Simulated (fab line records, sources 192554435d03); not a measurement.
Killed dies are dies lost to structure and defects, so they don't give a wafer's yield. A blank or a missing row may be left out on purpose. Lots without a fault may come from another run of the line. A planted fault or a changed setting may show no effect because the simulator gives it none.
fab line records | flow n5_finfet
record lots=4 wafers=12 last_day=17
route steps=1938 shown BEOL_M4@1099 BEOL_M5@1112 BEOL_M12@1636 PASSIVATION@1936
lots that met no fault: from a run of the same line without faults
start_h: hours from the record's first day to the start of the lot's first wafer shown | wait_h: hours since the lot's step before | " the same as in the row above | L1.1+2: a row that stands for several wafers | - no value, or no start given | * or withheld: withheld | < > ~ a bound
route shown NAME@n: a module of which the file shows steps, and the number in the route of the first | usual: mean/standard deviation of fault-free wafers | same: alike in all rows | chamber/n: place in a boat | sites: the reading at each site | _std_site: their standard deviation | _edge_site: outer sites' mean less inner sites' | radius_mm: how far each site lies from the wafer's centre | mask NAME#n: copy n | behind: the tool/chamber that last shaped the wafer | hold: why the lot was held/for how many hours/how that ended | device: the transistor (n, p or np) that didn't switch | end of line: the same wafers' tests at the end of the route | a step without rows: its recipe alone | killed: dies lost to structure and defects at the first sort, not the wafer's yield | map: a wafer's dies, x killed, . not, _ none there
set.NAME: the setting as run; set.NAME@STEP: as run at that earlier step | model.NAME: the simulator's own value behind a step, which no gauge read
lots at some steps of the route; a table a step, a row a wafer
services: from which hour (start_h, from the record's first day; less than 0 if before it) a tool's chamber was out of use, for how many hours, and why
## steps
# step N5_BEOL_M4_ANNEAL_95
# recipe temp_c=400 time_s=240 ambient=vacuum
# step N5_BEOL_M4_SPUTTER_96
# recipe material=Cu target_thk_a=45 temp_c=-20 chamber_pressure_pa=0.07 power_w=withheld time_s=8.29
# step N5_BEOL_M4_ECD_50
# recipe material=Cu target_thk_a=3000
# step N5_BEOL_M4_ANNEAL_51
# recipe temp_c=225 time_s=90 ambient=N2
# step N5_BEOL_M4_CMP_52
# recipe stop_on=SiOC t_overpolish_s=6.8 down_force_psi=1 platen_rpm=50 clearing_platen_down_force_psi=1.5 clearing_platen_rpm=50 post_cmp_clean=cu_alkaline target_thk_nm=40 clearing_platen_pad_velocity_m_s=0.99484 pad_velocity_m_s=0.99484
# step N5_BEOL_M4_PRE_CLEAN_60
# recipe gas=NH3/H2 time_s=15 temp_c=* rf_power_w=300
# step N5_BEOL_M4_CO_CAP_55
# recipe material=Co target_thk_a=20 temp_c=200 precursor=CCTBA/H2 pressure_torr=30 time_s=102.1
# step N5_BEOL_M4_PRE_CLEAN_56
# recipe gas=NH3 time_s=15 temp_c=withheld rf_power_w=300
# step N5_BEOL_M4_DEP_57
# recipe material=SiCN target_thk_a=80 temp_c=withheld precursor=3MS/NH3 pressure_torr=3 rf_w=202 time_s=14
# step N5_BEOL_M4_RC_MEAS_101
# usual DIBL_N=36.4/1.4 DIBL_P=36.3/1.5 IOFF_N=0.162/0.023 IOFF_P=0.211/0.027 ION_N=676/9.7 ION_P=463/6.4 SS_N=71.5/0.5 SS_P=73.3/0.6 VT_N=249.3/2.5 VT_P=-249.9/2.8
# columns lot.wafer tool chamber start_h wait_h DIBL_N[mV/V] DIBL_P[mV/V] IOFF_N[nA/um] IOFF_P[nA/um] ION_N[uA/um] ION_P[uA/um] SS_N[mV/dec] SS_P[mV/dec] VT_N[mV] VT_P[mV]
L600.1 prober-02 0 180.25 0.0 35.9 36.2 0.145 0.226 657 459 71.1 73.8 253.4 -247.8
L600.2 " 0 " " 36.6 36.9 0.161 0.233 655 459 72.0 74.0 253.2 -247.2
L600.5 " 0 " " 36.7 37.5 0.160 0.244 652 459 72.3 73.8 251.0 -248.2
L615.2 prober-02 0 270.14 0.2 37.7 36.6 0.174 0.224 683 466 72.3 72.8 246.8 -248.4
L615.3 " 0 " " 37.6 35.9 0.173 0.201 685 464 72.2 73.2 249.2 -250.6
L615.5 " 0 " " 37.8 35.6 0.172 0.194 679 463 72.1 73.3 250.7 -254.4
L613.1 prober-02 0 271.91 0.0 38.6 38.0 0.176 0.249 680 474 71.5 73.5 247.9 -247.0
L613.3 " 0 " " 38.8 38.8 0.188 0.260 689 470 72.0 73.4 244.4 -246.2
L613.4 " 0 " " 38.8 38.2 0.177 0.236 674 463 72.0 73.6 246.5 -247.9
L620.3 prober-02 0 298.15 0.3 35.3 34.4 0.141 0.193 671 463 70.9 73.1 252.3 -248.1
L620.4 " 0 " " 35.9 34.8 0.142 0.200 669 466 71.2 73.0 250.9 -249.2
L620.6 " 0 " " 36.0 35.2 0.153 0.211 684 468 71.7 73.4 250.1 -249.5
# step N5_BEOL_M5_ILD_DEP_00
# recipe material=SiCOH_lowk target_thk_a=1406.4 temp_c=300 precursor=DEMS/porogen pressure_torr=5 rf_w=500 time_s=25.9
# step N5_BEOL_M5_CURE_79
# recipe temp_c=385 time_s=240 ambient=He/Ar material=SiCOH_lowk
# step N5_BEOL_M5_PECVD_70
# recipe material=SiO2 target_thk_a=160 temp_c=400 precursor=TEOS/O2 pressure_torr=5.5 rf_w=450 teos_flow_sccm=53.8 gas=O2 flow_sccm=3000 time_s=18
# step N5_BEOL_M5_HM_DEP_02
# recipe material=TiN target_thk_a=200 temp_c=25 chamber_pressure_pa=0.49996
# step N5_BEOL_M5_COAT_59
# recipe resist=SOC temp_c=250 time_s=60 spin_rpm=1500 resist_thk_nm=60
# step N5_BEOL_M5_COAT_60
# recipe resist=SiARC temp_c=220 time_s=60 spin_rpm=1500 resist_thk_nm=12
# step N5_BEOL_M5_COAT_71
# recipe resist=underlayer temp_c=205 time_s=60 spin_rpm=1500 resist_thk_nm=5
# step N5_BEOL_M5_COAT_05
# recipe resist=CAR-EUV spin_rpm=1500 resist_thk_nm=30
# step N5_BEOL_M5_EBR_07
# recipe solvent=PGMEA ebr_width_mm=1.5
# step N5_BEOL_M5_SOFTBAKE_06
# recipe temp_c=110 time_s=60 resist=CAR-EUV
# step N5_BEOL_M5_EXPOSE_08
# recipe mask_id=M5 na=0.33 source_shape=annular sigma_inner=0.4 sigma_outer=0.8 polarization=unpolarized target_cd_nm=28 dose_mj=35.75
# step N5_BEOL_M5_PEB_09
# recipe peb_temp_c=100 peb_time_s=60 resist=CAR-EUV
# step N5_BEOL_M5_DEVELOP_10
# recipe develop_time_s=30 developer=TMAH resist=CAR-EUV rinse_liquid=surfactant_rinse dry=air_spin dev_temp_c=23
# step N5_BEOL_M5_DESCUM_16
# recipe chemistry=O2 time_s=7 source_power_w=50 bias_power_w=20 pressure_mtorr=20 rf_frequency_hz=2.712e+07 temp_c=40 resist=CAR-EUV o2_flow_sccm=225
# step N5_BEOL_M5_ETCH_72
# recipe chemistry=N2/H2 target=underlayer target_depth_a=65 mask_material=CAR-EUV time_s=5.2 ion_energy_ev=200 pressure_mtorr=30 source_w=840 bias_w=150 n2_flow_sccm=200 h2_flow_sccm=200 ends=cleared
# step N5_BEOL_M5_ETCH_61
# recipe chemistry=CF4 target=SiARC target_depth_a=156 mask_material=CAR-EUV time_s=26 ion_energy_ev=80 pressure_mtorr=40 source_w=545 bias_w=36 Ar_flow_sccm=100 cf4_flow_sccm=100 ends=cleared
# step N5_BEOL_M5_ETCH_62
# recipe chemistry=N2/H2 target=SOC target_depth_a=750 overetch_a=150 mask_material=SiARC temp_c=40 time_s=112.5 ion_energy_ev=200 pressure_mtorr=30 source_w=840 bias_w=150 n2_flow_sccm=200 h2_flow_sccm=200
# step N5_BEOL_M5_STRIP_63
# recipe chemistry=N2/H2 temp_c=40 n2_flow_sccm=200 h2_flow_sccm=200 rf_frequency_hz=6e+07
# step N5_BEOL_M5_STRIP_73
# recipe chemistry=N2/H2 temp_c=40 n2_flow_sccm=200 h2_flow_sccm=200 rf_frequency_hz=6e+07
# step N5_BEOL_M5_STRIP_64
# recipe chemistry=CF4 resist=SiARC power_w=300 bias_power_w=75 pressure_mtorr=50 cf4_flow_sccm=150 rf_frequency_hz=6e+07
# step N5_BEOL_M5_HM_OPEN_17
# recipe chemistry=Cl2/BCl3 target_depth_a=200 overetch_a=60 target=TiN mask_material=SOC ion_energy_ev=150 pressure_mtorr=10 icp_w=1000 bias_w=126 Cl2_flow_sccm=53.25 bcl3_flow_sccm=21.75 Ar_flow_sccm=25
# step N5_BEOL_M5_STRIP_19
# recipe chemistry=O2 power_w=400 temp_c=40 pressure_mtorr=30 rf_frequency_hz=6e+07 bias_power_w=0 overash_fraction=0.2 o2_flow_sccm=225
# step N5_BEOL_M5_COAT_65
# recipe resist=SOC temp_c=250 time_s=60 spin_rpm=1500 resist_thk_nm=60
# step N5_BEOL_M5_COAT_66
# recipe resist=SiARC temp_c=220 time_s=60 spin_rpm=1500 resist_thk_nm=12
# step N5_BEOL_M12_ETCH_67
# recipe chemistry=CF4 target=SiARC target_depth_a=1430 time_s=238.3 ion_energy_ev=80 pressure_mtorr=40 source_w=545 bias_w=36 Ar_flow_sccm=100 cf4_flow_sccm=100 ends=cleared
# usual bias_w=36.01/0.096 cf4_flow_sccm=100.0/0.33 drypump_motor_current_A=5.6/0.55 etch_rf_on_time_s=236/4.1 oes_product_au=0.71/0.066 rf_fwd_power_W=543.1/1.8 rf_vpp_V=184.0/1.1 showerhead_plenum_p_Torr=2.15/0.059 throttle_valve_pct=15.49/0.18
# columns lot.wafer tool chamber start_h wait_h bias_w cf4_flow_sccm drypump_motor_current_A etch_rf_on_time_s oes_product_au rf_fwd_power_W rf_hours_counter_h rf_vpp_V showerhead_plenum_p_Torr throttle_valve_pct model.coat_of_BEOL_M12_COAT_22.thk_nm
L600.1 rie_diel-04 1 251.14 0.0 35.95 100.5 5.5 238 0.60 544.3 227 183.9 2.11 15.77 210.4
L600.2 " 0 " " 35.89 99.6 6.3 234 0.70 545.7 83 185.0 2.17 15.19 210.6
L600.5 " 0 " " 35.95 99.5 6.2 237 0.68 543.1 - 184.0 2.17 15.19 210.2
L615.2 rie_diel-06 1 333.10 0.0 - - - - - - - - - - 283.6
L615.3 " 0 " " - - - - - - - - - - 284
L615.5 " 2 " " - - - - - - - - - - 283.2
L613.1 rie_diel-04 3 333.90 0.0 - - - - - - - - - - 282.4
L613.3 " 2 " " - - - - - - - - - - 283.6
L613.4 " 2 " " - - - - - - - - - - 282.4
L620.3 rie_diel-06 2 363.16 0.0 36.00 100.4 6.1 244 0.65 540.4 118 183.5 2.07 15.63 212.6
L620.4 " 3 " " 35.75 99.7 4.9 231 0.78 543.8 40 184.0 2.10 15.44 211.4
L620.6 " 0 " " 36.00 99.8 5.8 234 0.79 545.4 - 184.5 2.10 15.28 211.8
# step N5_BEOL_M12_OCD_MEAS_35
# usual trench_depth_nm=322/4.1
# columns lot.wafer tool chamber start_h wait_h trench_depth_nm
L600.1 ocd-01 - 251.62 0.0 315
L600.2 " - " " 321
L600.5 " - " " 321
L615.2 ocd-01 - 333.58 0.0 -
L615.3 " - " " -
L615.5 " - " " -
L613.1 ocd-02 - 334.38 0.0 -
L613.3 " - " " -
L613.4 " - " " -
L620.3 ocd-02 - 363.64 0.0 319
L620.4 " - " " 327
L620.6 " - " " 323
# step N5_PASSIVATION_PROBE_49
# usual defect_limited_yield=91.3/1.3 killed_at_M0_to_M3=33/8.9 killed_at_M4_up=15/5.4 killed_at_contacts=13/5.8 killed_at_front_end=39/9.9 killed_at_other=3.2/2.9 killed_dies=102/15 killed_on_rim=13/3.7 killed_open=68/12 killed_short=34/7.6 sort_bin_5_function=5.1/0.89 sort_bin_6_memory=3.2/0.63 sort_n_pass=1078/15 sort_yield_pct=91.3/1.3
# same gross_dies=1180 killed_at_back_side=0 sort_bin_4_leakage[%]=0 sort_bin_8_speed[%]=0
# columns lot.wafer tool chamber start_h wait_h defect_limited_yield[%] killed_at_M0_to_M3 killed_at_M4_up killed_at_contacts killed_at_front_end killed_at_other killed_dies killed_on_rim killed_open killed_short sort_bin_5_function[%] sort_bin_6_memory[%] sort_n_pass sort_yield_pct[%]
L615.2 prober-01 - 369.15 0.1 0 30 1069 25 54 2 1180 152 88 34 96.5 3.4 0 0
L615.3 prober-01 - 369.20 0.1 0 31 1085 17 47 0 1180 152 77 30 96.2 3.5 0 0
L615.5 prober-01 - 369.30 0.2 0 39 1078 13 48 2 1180 152 77 37 96.8 2.9 0 0
L613.1 prober-02 - 374.07 0.0 0 27 1103 14 36 0 1180 152 67 24 96.3 3.4 0 0
L613.3 prober-02 - 374.17 0.1 0 32 1086 10 50 2 1180 152 69 38 96.8 2.9 0 0
L613.4 prober-02 - 374.22 0.2 0 24 1099 14 42 1 1180 152 56 31 96.4 3.5 0 0
# killed by level:class
L615.2 BEOL_M12:area_etch=1056 MOL_CONTACT_COAG:geometric_particle:open=23 STI_FIN_REVEAL:geometric_particle:open=9 GATE_CUT:geometric_particle:open=7 GATE_CUT:geometric_particle:short=6 ILD0:geometric_particle:open=6 BEOL_M0_SAQP:geometric_particle:short=6 BEOL_M0_SAQP:geometric_particle:open=6
L615.3 BEOL_M12:area_etch=1073 BEOL_M0_SAQP:geometric_particle:open=15 MOL_CONTACT_COAG:geometric_particle:open=13 STI_FIN_REVEAL:geometric_particle:open=7 DUMMY_GATE:geometric_particle:open=7 FIN_SAQP:geometric_particle:open=6 ILD0:geometric_particle:open=5 GATE_CUT:geometric_particle:short=5
L615.5 BEOL_M12:area_etch=1065 STI_FIN_REVEAL:geometric_particle:open=11 MOL_CONTACT_COAG:geometric_particle:open=10 BEOL_M2:geometric_particle:open=10 FIN_SAQP:geometric_particle:open=8 FIN_SAQP:geometric_particle:short=8 BEOL_M0_SAQP:geometric_particle:open=8 BEOL_M3:geometric_particle:open=8
L613.1 BEOL_M12:area_etch=1089 MOL_CONTACT_COAG:geometric_particle:open=13 DUMMY_GATE:geometric_particle:open=8 BEOL_M3:geometric_particle:open=8 STI_FIN_REVEAL:geometric_particle:open=7 BEOL_M0_SAQP:geometric_particle:open=6 FIN_SAQP:geometric_particle:open=5 FIN_SAQP:geometric_particle:short=4
L613.3 BEOL_M12:area_etch=1071 STI_FIN_REVEAL:geometric_particle:open=17 BEOL_M0_SAQP:geometric_particle:short=12 FIN_SAQP:geometric_particle:open=9 BEOL_M0_SAQP:geometric_particle:open=8 FIN_SAQP:geometric_particle:short=6 DUMMY_GATE:geometric_particle:open=6 MOL_CONTACT_COAG:geometric_particle:open=6
L613.4 BEOL_M12:area_etch=1093 FIN_SAQP:geometric_particle:open=11 FIN_SAQP:geometric_particle:short=10 STI_FIN_REVEAL:geometric_particle:open=10 MOL_CONTACT_COAG:geometric_particle:open=10 BEOL_M3:geometric_particle:open=6 BEOL_M0_SAQP:geometric_particle:open=5 BEOL_M1:geometric_particle:open=5
# map L613.1 (x killed, . not)
_________________xxxxxxxxxxxx________________
______________xxxxxxxxxxxxxxxxxx_____________
___________xxxxxxxxxxxxxxxxxxxxxxxx__________
__________xxxxxxxxxxxxxxxxxxxxxxxxxx_________
________xxxxxxxxxxxxxxxxxxxxxxxxxxxxxx_______
_______xxxxxxxxxxxxxxxxxxxxxxxxxxxxxxxx______
______xxxxxxxxxxxxxxxxxxxxxxxxxxxxxxxxxx_____
_____xxxxxxxxxxxxxxxxxxxxxxxxxxxxxxxxxxxx____
____xxxxxxxxxxxxxxxxxxxxxxxxxxxxxxxxxxxxxx___
___xxxxxxxxxxxxxxxxxxxxxxxxxxxxxxxxxxxxxxxx__
___xxxxxxxxxxxxxxxxxxxxxxxxxxxxxxxxxxxxxxxx__
__xxxxxxxxxxxxxxxxxxxxxxxxxxxxxxxxxxxxxxxxxx_
__xxxxxxxxxxxxxxxxxxxxxxxxxxxxxxxxxxxxxxxxxx_
_xxxxxxxxxxxxxxxxxxxxxxxxxxxxxxxxxxxxxxxxxxxx
_xxxxxxxxxxxxxxxxxxxxxxxxxxxxxxxxxxxxxxxxxxxx
_xxxxxxxxxxxxxxxxxxxxxxxxxxxxxxxxxxxxxxxxxxxx
_xxxxxxxxxxxxxxxxxxxxxxxxxxxxxxxxxxxxxxxxxxxx
_xxxxxxxxxxxxxxxxxxxxxxxxxxxxxxxxxxxxxxxxxxxx
_xxxxxxxxxxxxxxxxxxxxxxxxxxxxxxxxxxxxxxxxxxxx
_xxxxxxxxxxxxxxxxxxxxxxxxxxxxxxxxxxxxxxxxxxxx
_xxxxxxxxxxxxxxxxxxxxxxxxxxxxxxxxxxxxxxxxxxxx
__xxxxxxxxxxxxxxxxxxxxxxxxxxxxxxxxxxxxxxxxxx_
__xxxxxxxxxxxxxxxxxxxxxxxxxxxxxxxxxxxxxxxxxx_
___xxxxxxxxxxxxxxxxxxxxxxxxxxxxxxxxxxxxxxxx__
___xxxxxxxxxxxxxxxxxxxxxxxxxxxxxxxxxxxxxxxx__
____xxxxxxxxxxxxxxxxxxxxxxxxxxxxxxxxxxxxxx___
_____xxxxxxxxxxxxxxxxxxxxxxxxxxxxxxxxxxxx____
______xxxxxxxxxxxxxxxxxxxxxxxxxxxxxxxxxx_____
_______xxxxxxxxxxxxxxxxxxxxxxxxxxxxxxxx______
________xxxxxxxxxxxxxxxxxxxxxxxxxxxxxx_______
__________xxxxxxxxxxxxxxxxxxxxxxxxxx_________
___________xxxxxxxxxxxxxxxxxxxxxxxx__________
______________xxxxxxxxxxxxxxxxxx_____________
_________________xxxxxxxxxxxx________________
# map L615.2 (x killed, . not)
_________________xxxxxxxxxxxx________________
______________xxxxxxxxxxxxxxxxxx_____________
___________xxxxxxxxxxxxxxxxxxxxxxxx__________
__________xxxxxxxxxxxxxxxxxxxxxxxxxx_________
________xxxxxxxxxxxxxxxxxxxxxxxxxxxxxx_______
_______xxxxxxxxxxxxxxxxxxxxxxxxxxxxxxxx______
______xxxxxxxxxxxxxxxxxxxxxxxxxxxxxxxxxx_____
_____xxxxxxxxxxxxxxxxxxxxxxxxxxxxxxxxxxxx____
____xxxxxxxxxxxxxxxxxxxxxxxxxxxxxxxxxxxxxx___
___xxxxxxxxxxxxxxxxxxxxxxxxxxxxxxxxxxxxxxxx__
___xxxxxxxxxxxxxxxxxxxxxxxxxxxxxxxxxxxxxxxx__
__xxxxxxxxxxxxxxxxxxxxxxxxxxxxxxxxxxxxxxxxxx_
__xxxxxxxxxxxxxxxxxxxxxxxxxxxxxxxxxxxxxxxxxx_
_xxxxxxxxxxxxxxxxxxxxxxxxxxxxxxxxxxxxxxxxxxxx
_xxxxxxxxxxxxxxxxxxxxxxxxxxxxxxxxxxxxxxxxxxxx
_xxxxxxxxxxxxxxxxxxxxxxxxxxxxxxxxxxxxxxxxxxxx
_xxxxxxxxxxxxxxxxxxxxxxxxxxxxxxxxxxxxxxxxxxxx
_xxxxxxxxxxxxxxxxxxxxxxxxxxxxxxxxxxxxxxxxxxxx
_xxxxxxxxxxxxxxxxxxxxxxxxxxxxxxxxxxxxxxxxxxxx
_xxxxxxxxxxxxxxxxxxxxxxxxxxxxxxxxxxxxxxxxxxxx
_xxxxxxxxxxxxxxxxxxxxxxxxxxxxxxxxxxxxxxxxxxxx
__xxxxxxxxxxxxxxxxxxxxxxxxxxxxxxxxxxxxxxxxxx_
__xxxxxxxxxxxxxxxxxxxxxxxxxxxxxxxxxxxxxxxxxx_
___xxxxxxxxxxxxxxxxxxxxxxxxxxxxxxxxxxxxxxxx__
___xxxxxxxxxxxxxxxxxxxxxxxxxxxxxxxxxxxxxxxx__
____xxxxxxxxxxxxxxxxxxxxxxxxxxxxxxxxxxxxxx___
_____xxxxxxxxxxxxxxxxxxxxxxxxxxxxxxxxxxxx____
______xxxxxxxxxxxxxxxxxxxxxxxxxxxxxxxxxx_____
_______xxxxxxxxxxxxxxxxxxxxxxxxxxxxxxxx______
________xxxxxxxxxxxxxxxxxxxxxxxxxxxxxx_______
__________xxxxxxxxxxxxxxxxxxxxxxxxxx_________
___________xxxxxxxxxxxxxxxxxxxxxxxx__________
______________xxxxxxxxxxxxxxxxxx_____________
_________________xxxxxxxxxxxx________________
## services
# columns tool chamber start_h hours kind
rie_diel-06 3 240.20 - clean
rie_diel-06 3 240.20 - consumable_replace:focus_ring
rie_diel-06 3 240.20 19.6 scheduled_down
rie_diel-06 3 240.20 19.6 vent_cycle
rie_diel-04 1 283.96 9.8 repair
rie_diel-06 0 291.93 - clean
rie_diel-06 0 291.93 - consumable_replace:focus_ring
rie_diel-06 0 291.93 14.4 scheduled_down
rie_diel-06 0 291.93 14.4 vent_cycle
rie_diel-04 2 306.92 9.3 repair
rie_diel-04 1 322.19 - clean
rie_diel-04 1 322.19 - consumable_replace:focus_ring
rie_diel-04 1 322.19 16.8 scheduled_down
rie_diel-04 1 322.19 16.8 vent_cycle
## key
first_sign step=N5_BEOL_M12_ETCH_67 reading=tool_record direction=missing
effect step=N5_BEOL_M12_OCD_MEAS_35 reading=trench_depth_nm direction=missing
effect step=N5_PASSIVATION_PROBE_49 reading=killed_at_M4_up direction=up sigmas=99+ usual=15 struck=1087
model_effect step=N5_BEOL_M12_ETCH_67 value=coat_of_BEOL_M12_COAT_22.thk_nm without=212 struck=283.2
more_kills_born_at N5_BEOL_M12_ETCH_67@rie_diel-04=3253 N5_BEOL_M12_ETCH_67@rie_diel-06=3194
met_at N5_BEOL_M12_ETCH_67
struck_wafers L613.1,L613.3,L613.4,L615.2,L615.3,L615.5
later_rows_left_out L613.1,L613.3,L613.4,L615.2,L615.3,L615.5
onset_between 251.14 333.10
fault kind=skipped_step_whole tool=rie_diel-04,rie_diel-06 chamber=- onset_h=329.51 steps=N5_BEOL_M12_ETCH_67 scope=struck_lots_only
# later_rows_left_out: the simulator's readings of these wafers behind a module that went badly wrong aren't trusted and aren't shown, but for the sort
